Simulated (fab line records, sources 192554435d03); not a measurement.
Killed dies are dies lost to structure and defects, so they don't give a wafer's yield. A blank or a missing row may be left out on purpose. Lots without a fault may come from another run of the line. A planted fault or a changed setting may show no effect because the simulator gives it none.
Split-lot experiment | flow n5_finfet | 7 lots, 21 wafers read, on a route of 1938 steps

THE SPLIT
At N5_SD_EPI_P_EPI_21 (deposits SiGe:B, time 355 s), the setting epi_growth_time_s was moved away from the recipe's 355 s on 5 of the 21 wafers read, by -8.5% to +6.7%. The other wafers ran this setting at the recipe's value.

FROM THE SPLIT TO THE READING: what the file shows between them, 4 steps
- N5_SD_EPI_P_HM_STRIP_48: strips SiNx in H3PO4, material SiNx, target depth 3 nm
- N5_SD_EPI_P_SRD_49: time 30 s
- N5_SD_EPI_P_PRECLEAN_24: cleans in O3/DIW, time 45 s
- N5_SD_ACTIVATION_LSA_01: time 0.0008 s (also split here: temp_c)

THE READING
RS_SD_P, in ohm/sq, at N5_SD_ACTIVATION_RS_MEAS_03 (measures by four-point-probe). Fault-free wafers of this fab line usually give 56.5 ohm/sq, standard deviation 0.82 ohm/sq.

wafer  | tool, chamber at the split | epi_growth_time_s as run, s | against the recipe | RS_SD_P, ohm/sq | against lot-mates on the recipe
L075.4 | epi_rpcvd-04, 0            | 355                         | recipe             | 56.7            | -
L075.5 | epi_rpcvd-04, 0            | 355                         | recipe             | 56.3            | -
L075.6 | epi_rpcvd-04, 0            | 355                         | recipe             | 56.0            | -
L079.2 | epi_rpcvd-02, 0            | 355                         | recipe             | 56.4            | -
L079.3 | epi_rpcvd-02, 0            | 355                         | recipe             | 57.1            | -
L079.4 | epi_rpcvd-02, 0            | 375.6                       | +5.8%              | 55.3            | -1.5
L082.1 | epi_rpcvd-01, 0            | 355                         | recipe             | 57.2            | -
L082.3 | epi_rpcvd-01, 0            | 355                         | recipe             | 56.9            | -
L082.4 | epi_rpcvd-01, 0            | 378.8                       | +6.7%              | 54.8            | -2.2
L083.3 | epi_rpcvd-02, 0            | 355                         | recipe             | 56.8            | -
L083.5 | epi_rpcvd-02, 0            | 355                         | recipe             | 57.4            | -
L083.6 | epi_rpcvd-02, 0            | 371.7                       | +4.7%              | 54.6            | -2.5
L086.1 | epi_rpcvd-04, 0            | 355                         | recipe             | 54.7            | -
L086.3 | epi_rpcvd-04, 0            | 355                         | recipe             | 54.4            | -
L086.5 | epi_rpcvd-04, 0            | 355                         | recipe             | 55.1            | -
L092.1 | epi_rpcvd-01, 0            | 355                         | recipe             | 56.9            | -
L092.3 | epi_rpcvd-01, 0            | 355                         | recipe             | 55.9            | -
L092.4 | epi_rpcvd-01, 0            | 355                         | recipe             | 56.6            | -
L094.1 | epi_rpcvd-01, 0            | 324.9                       | -8.5%              | 59.2            | +3.2
L094.4 | epi_rpcvd-01, 0            | 324.9                       | -8.5%              | 58.8            | +2.8
L094.6 | epi_rpcvd-01, 0            | 355                         | recipe             | 56.0            | -

THE FIT
A straight line over all 21 wafers: RS_SD_P changes by -0.285 ohm/sq for each +1% of epi_growth_time_s; r = -0.78; the points scatter about the line by 0.82 ohm/sq.
The same after taking each lot's own level away (the mean of its wafers on the recipe; 21 wafers): -0.352 ohm/sq for each +1%; r = -0.96; scatter 0.37 ohm/sq.
On that fit, the largest move of epi_growth_time_s shifts the reading by 3 ohm/sq.
The lots' own levels span 54.73 to 57.10 ohm/sq, that is 2.9 times the standard deviation above.
So the lot-to-lot level blurs the effect unless lot-mates are compared.
Check: with one of the wafers moved furthest among these (-8.5%) left out of the fit, the line predicts +2.87 ohm/sq for it against its lot-mates. It came out at +3.2 ohm/sq against them.

OTHER SPLITS ON THESE WAFERS
These wafers also went through other splits before the reading. Each is held against what the fit with the lots' levels taken away leaves over:
other split on the same wafers | wafers away from the commonest value | r with RS_SD_P (lot level and that fit taken away)
N5_SD_EPI_N_EXPOSE_06 dose_mj  | 8                                    | -0.31
N5_SD_ACTIVATION_LSA_01 temp_c | 7                                    | +0.10

THE WHOLE CHAIN: every reading that the file lists as answering this split, in the file's order
step                        | what it does                                           | reading                                                                           | change (the file's fit)               | r (the file's)
N5_SD_EPI_P_EPI_21          | deposits SiGe:B, time 355 s                            | SiGe-B_of_SD_EPI_P_EPI_21.thk_nm (the simulator's own value, which no gauge read) | +0.371 nm for each +1% of the setting | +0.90
N5_SD_EPI_P_HM_STRIP_48     | strips SiNx in H3PO4, material SiNx, target depth 3 nm | SiGe-B_of_SD_EPI_P_EPI_21.thk_nm (the simulator's own value, which no gauge read) | +0.352 nm for each +1% of the setting | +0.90
N5_SD_EPI_P_PRECLEAN_24     | cleans in O3/DIW, time 45 s                            | SiGe-B_of_SD_EPI_P_EPI_21.thk_nm (the simulator's own value, which no gauge read) | +0.363 nm for each +1% of the setting | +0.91
N5_SD_ACTIVATION_RS_MEAS_03 | measures by four-point-probe                           | RS_SD_P                                                                           | -0.352 for each +1% of the setting    | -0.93

THE FILE'S OWN FIT
RS_SD_P changes by -0.352 ohm/sq for each +1% of epi_growth_time_s, r = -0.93.
